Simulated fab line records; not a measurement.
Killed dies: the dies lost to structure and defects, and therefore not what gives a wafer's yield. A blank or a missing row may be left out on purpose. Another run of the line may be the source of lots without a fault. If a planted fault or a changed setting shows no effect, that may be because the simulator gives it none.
Which tool is to blame?	flow nand_harc	13 lots, 39 wafers sampled, at 4 steps of a route of 1159

## WHAT EACH GAUGE READ, for each wafer
NHARC_END_SORT_01.
lot	measured	on	defect_limited_yield (%)	killed_at_array	killed_at_other	killed_at_periphery	killed_dies	killed_open	killed_short	sort_bin_2_pct (%)	sort_bin_3_pct (%)	sort_bin_4_pct (%)	sort_n_pass	sort_rim_yield_pct (%)	sort_yield_pct (%)
L762	day 20 17:57	prober-01	94.4 96.2 95.9	27 19 22	0 0 0	11 7 6	38 26 28	2 3 4	4 1 2	2.2 1.2 0.6	0 0 0	3.4 2.7 3.5	639 651 649	98.1 95.3 95.3	94.4 96.2 95.9
L763	day 21 07:53	prober-01	94.7 94.8 96.3	31 32 22	1 0 0	4 3 3	36 35 25	11 11 2	2 0 2	2.8 1.9 1.2	0.15 0.15 0.30	2.4 3.1 2.2	641 642 652	100.0 97.2 100.0	94.7 94.8 96.3
L764	day 21 00:09	prober-02	97.0 97.3 97.2	17 13 15	0 1 0	3 4 4	20 18 19	3 2 4	4 2 3	0.4 0.9 0.7	0.15 0 0.15	2.4 1.8 1.9	657 659 658	94.3 97.2 95.3	97.0 97.3 97.2
L766	day 21 16:32	prober-01	97.8 95.7 95.0	13 29 30	0 0 4	2 0 0	15 29 34	0 2 6	1 1 1	0.4 1.3 1.9	0.15 0 0.15	1.6 3.0 3.0	662 648 643	99.1 98.1 97.2	97.8 95.7 95.0
L769	day 22 00:20	prober-01	85.1 85.5 85.5	18 19 16	0 0 1	83 79 81	101 98 98	5 2 4	3 3 3	7.5 6.8 6.9	2.51 2.36 2.66	4.9 5.3 4.9	576 579 579	94.3 92.5 93.4	85.1 85.5 85.5
L771	day 22 08:08	prober-01	96.2 97.2 97.5	20 17 11	0 0 1	6 2 5	26 19 17	3 2 7	5 3 2	1.5 0.7 0.3	0 0.44 0	2.4 1.6 2.2	651 658 660	96.2 94.3 97.2	96.2 97.2 97.5
L770	day 22 08:14	prober-02	95.1 95.3 94.2	25 25 30	1 0 2	7 7 7	33 32 39	4 2 7	3 6 1	1.0 1.5 2.4	0.15 0.15 0.15	3.7 3.1 3.2	644 645 638	97.2 98.1 97.2	95.1 95.3 94.2
L773	day 24 12:33	prober-02	95.6 95.6 94.8	26 26 32	2 0 0	2 4 3	30 30 35	2 3 5	1 2 2	1.3 1.3 2.4	0.15 0.30 0.30	3.0 2.8 2.5	647 647 642	96.2 98.1 98.1	95.6 95.6 94.8
L779	day 24 19:31	prober-02	93.1 93.2 91.7	45 43 53	1 0 1	1 3 2	47 46 56	2 2 4	0 2 3	3.1 1.8 1.9	0.44 0.74 0.44	3.4 4.3 5.9	630 631 621	96.2 94.3 96.2	93.1 93.2 91.7
L777	day 25 03:20	prober-01	92.5 94.7 92.0	50 36 52	0 0 0	1 0 2	51 36 54	3 1 8	1 2 4	3.4 1.5 3.2	0.30 0.30 0.30	3.8 3.5 4.4	626 641 623	91.5 90.6 97.2	92.5 94.7 92.0
L782	day 25 10:19	prober-02	97.3 97.8 96.3	12 13 20	1 1 2	5 1 3	18 15 25	3 2 5	5 3 3	0.9 0.3 1.2	0 0 0	1.8 1.9 2.5	659 662 652	95.3 98.1 98.1	97.3 97.8 96.3
L781	day 25 19:44	prober-01	95.4 93.6 95.6	29 41 28	2 0 2	0 2 0	31 43 30	2 4 3	1 2 1	1.8 1.6 1.3	0.15 0.44 0.59	2.7 4.3 2.5	646 634 647	90.6 96.2 88.7	95.4 93.6 95.6
L784	day 26 01:59	prober-02	96.9 98.5 99.0	18 9 6	1 0 0	2 1 1	21 10 7	4 0 1	3 3 1	0.7 0.3 0	0.30 0.15 0	2.1 1.0 1.0	656 667 670	99.1 98.1 100.0	96.9 98.5 99.0

## WHAT TOOL EACH LOT RAN ON (gives the tool, then ch and the chambers of the sampled wafers, and finally the start)
lot	NHARC_P_M1_PVD_21	NHARC_THIN_TSV_DESCUM_14	NHARC_THIN_TSV_DEP_47
L762	pvd_sputter-01, day 5 22:20	rie_diel-01 ch 0,2, day 19 12:49	pecvd-02 ch 1,2, day 19 14:40
L763	pvd_sputter-02, day 6 13:47	rie_diel-10 ch 0,1, day 19 18:42	pecvd-02 ch 0,2, day 19 20:23
L764	pvd_sputter-03, day 6 20:17	rie_diel-01 ch 0,1,3, day 19 19:45	pecvd-01 ch 0,1,2, day 19 21:25
L766	pvd_sputter-01, day 7 11:38	rie_diel-10 ch 0,1,3, day 20 15:56	pecvd-01 ch 0,1, day 20 17:57
L769	pvd_sputter-02, day 7 23:58	rie_diel-01 ch 0,1,2, day 21 01:41	pecvd-02 ch 0,1,2, day 21 03:24
L771	pvd_sputter-03, day 8 11:27	rie_diel-02 ch 1,2,3, day 21 17:52	pecvd-01 ch 0,1, day 21 19:37
L770	pvd_sputter-01, day 8 11:38	rie_diel-10 ch 0,1,3, day 21 16:40	pecvd-01 ch 1,2, day 21 18:20
L773	pvd_sputter-01, day 10 13:37	rie_diel-10 ch 0,1,2, day 23 19:41	pecvd-03 ch 1,2, day 23 21:36
L779	pvd_sputter-03, day 10 15:22	rie_diel-10 ch 1,2,3, day 23 21:50	pecvd-03 ch 1,2, day 23 23:35
L777	pvd_sputter-01, day 10 22:02	rie_diel-01 ch 0,1,2, day 24 11:15	pecvd-03 ch 1,2, day 24 13:02
L782	pvd_sputter-03, day 11 03:05	rie_diel-10 ch 1,2,3, day 24 21:45	pecvd-01 ch 0,1,2, day 24 23:35
L781	pvd_sputter-03, day 11 03:46	rie_diel-10 ch 1,2, day 25 00:21	pecvd-01 ch 1,2, day 25 02:26
L784	pvd_sputter-01, day 11 06:20	rie_diel-01 ch 0,2,3, day 25 09:22	pecvd-01 ch 0,1, day 25 11:04
- NHARC_P_M1_PVD_21: deposits Cu, target thk 30 nm, time 20.49 s.
- NHARC_THIN_TSV_DESCUM_14: chemistry O2, time 3 s.
- NHARC_THIN_TSV_DEP_47: deposits SiO2, target thk 200 nm.

## AS READ BY THE TOOLS THEMSELVES (means over the sampled wafers that have a number; for cases with no such wafer, the mark the record gives instead)
NHARC_P_M1_PVD_21.
lot	tool	throttle_valve_pct (%)
L762	pvd_sputter-01	29.4
L763	pvd_sputter-02	29.4
L764	pvd_sputter-03	30.6
L766	pvd_sputter-01	28.9
L769	pvd_sputter-02	29.2
L771	pvd_sputter-03	30.2
L770	pvd_sputter-01	29.3
L773	pvd_sputter-01	30.2
L779	pvd_sputter-03	30.2
L777	pvd_sputter-01	29.3
L782	pvd_sputter-03	30.3
L781	pvd_sputter-03	30.6
L784	pvd_sputter-01	29.6

NHARC_THIN_TSV_DESCUM_14.
lot	tool	drypump_motor_current_A (A)	oes_product_au (a.u.)	rf_vpp_V (V)	showerhead_plenum_p_Torr (Torr)	throttle_valve_pct (%)
L762	rie_diel-01	5.5	1.008	57.6	1.94	11.300
L763	rie_diel-10	5.5	0.986	57.5	1.87	11.310
L764	rie_diel-01	5.8	1.005	58.3	1.89	11.306
L766	rie_diel-10	5.4	0.992	57.9	1.88	11.300
L769	rie_diel-01	5.7	1.005	57.2	1.93	11.318
L771	rie_diel-02	5.9	1.011	57.8	1.81	11.317
L770	rie_diel-10	5.4	0.996	58.3	1.88	11.300
L773	rie_diel-10	5.8	0.988	57.0	1.89	11.310
L779	rie_diel-10	5.5	0.991	58.1	1.90	11.316
L777	rie_diel-01	5.6	1.004	57.7	1.93	11.316
L782	rie_diel-10	5.5	0.991	57.6	1.90	11.307
L781	rie_diel-10	5.6	0.986	57.6	1.88	11.313
L784	rie_diel-01	5.7	1.000	57.4	1.89	11.313

NHARC_THIN_TSV_DEP_47.
lot	tool	throttle_valve_pct (%)
L762	pecvd-02	16.1
L763	pecvd-02	15.6
L764	pecvd-01	15.6
L766	pecvd-01	15.5
L769	pecvd-02	15.9
L771	pecvd-01	15.4
L770	pecvd-01	15.8
L773	pecvd-03	15.5
L779	pecvd-03	15.3
L777	pecvd-03	15.5
L782	pecvd-01	16.0
L781	pecvd-01	16.0
L784	pecvd-01	15.9

## THE ANSWER, worked out from the rows above alone
Rule: what is usual is taken from the lots themselves. The widest of any qualifying gaps counts: lots, ordered by their means at a reading, are off when they make up no more than a third of the lots, leave a main group of 4 or more, and stand apart from it by 3 or more times the standard deviation of that group's means. A main group is skipped when, at the precision printed for the reading in the tables above, its means are all equal. A lot without any number at a reading at which 4 lots or more have one is off too. The other lots that the step has rows for count as sound. After the gauges, taken in route order, come the tools' own readings; for these a lot's mean is taken, as printed above. The first step at which some lot is off is used, and at that step the reading that is off furthest; a lot without a number counts as furthest.
Off: L769, at NHARC_END_SORT_01 (killed_at_periphery). The main group: mean 3.2, standard deviation 2.3.
A tool fits if, at a process step before that reading, it ran every lot that is off, and no sound lot after the first of them. Those tools and the gauges at NHARC_END_SORT_01 are tried in the same way. This does not decide it: 2 tools fit, namely pvd_sputter-02 at NHARC_P_M1_PVD_21 and pecvd-02 at NHARC_THIN_TSV_DEP_47.

## WHAT WAS PUT IN BY THE SIMULATOR
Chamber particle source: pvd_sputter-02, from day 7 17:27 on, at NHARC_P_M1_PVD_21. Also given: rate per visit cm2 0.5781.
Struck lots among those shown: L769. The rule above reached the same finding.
